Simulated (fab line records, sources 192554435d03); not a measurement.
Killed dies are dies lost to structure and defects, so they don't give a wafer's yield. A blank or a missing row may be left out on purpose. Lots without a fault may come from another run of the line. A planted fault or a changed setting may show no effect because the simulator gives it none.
Which tool did it? | flow n5_finfet | 10 lots, 28 wafers sampled, at 1 step of a route of 1938

WHAT THE GAUGES READ, wafer by wafer
N5_BEOL_M12_OVL_MEAS_29. Usual: M12_OVL -1 nm, standard deviation 4.9.
lot  | measured     | on         | M12_OVL (nm) | flag
L982 | day 10 20:08 | overlay-01 | 5 0 4        |
L984 | day 12 00:55 | overlay-01 | -7 -9 -12    |
L986 | day 12 08:01 | overlay-02 | 8 -3 -5      |
L987 | day 12 13:01 | overlay-01 | -6 -3 -7     |
L990 | day 13 04:20 | overlay-02 | 5 5          |
L991 | day 13 12:40 | overlay-01 | -8 -5        |
L996 | day 14 10:11 | overlay-01 | -2 10 0      |
L997 | day 15 05:44 | overlay-01 | 3 4 7        |
L998 | day 15 15:19 | overlay-02 | 11 -3 2      |
L102 | day 16 06:17 | overlay-02 | -12 -9 -4    |

WHICH TOOL RAN EACH LOT (tool, then ch and the chambers of the sampled wafers, then the start)
The record holds no process step before these readings.

WHAT THE TOOLS THEMSELVES READ (means of the sampled wafers that have a number; where no wafer has one, the mark that the record gives instead)
The record holds no such reading with a usual standard deviation.

THE ANSWER, worked out from the rows above alone
Rule: a lot is off if the mean of its wafers that have a number lies more than 3 standard deviations from the usual mean. A lot without any number at a reading at which 4 lots or more have one is off too. The other lots that the step has rows for count as sound. The gauges are gone through in route order, then the tools' own readings, and for those a lot's mean is taken as printed above. The first step at which some lot is off is used, and at that step the reading that is off furthest; a lot without a number counts as furthest.
No lot is off at any reading shown: from this, nothing can be told.

WHAT THE SIMULATOR HAD PUT IN
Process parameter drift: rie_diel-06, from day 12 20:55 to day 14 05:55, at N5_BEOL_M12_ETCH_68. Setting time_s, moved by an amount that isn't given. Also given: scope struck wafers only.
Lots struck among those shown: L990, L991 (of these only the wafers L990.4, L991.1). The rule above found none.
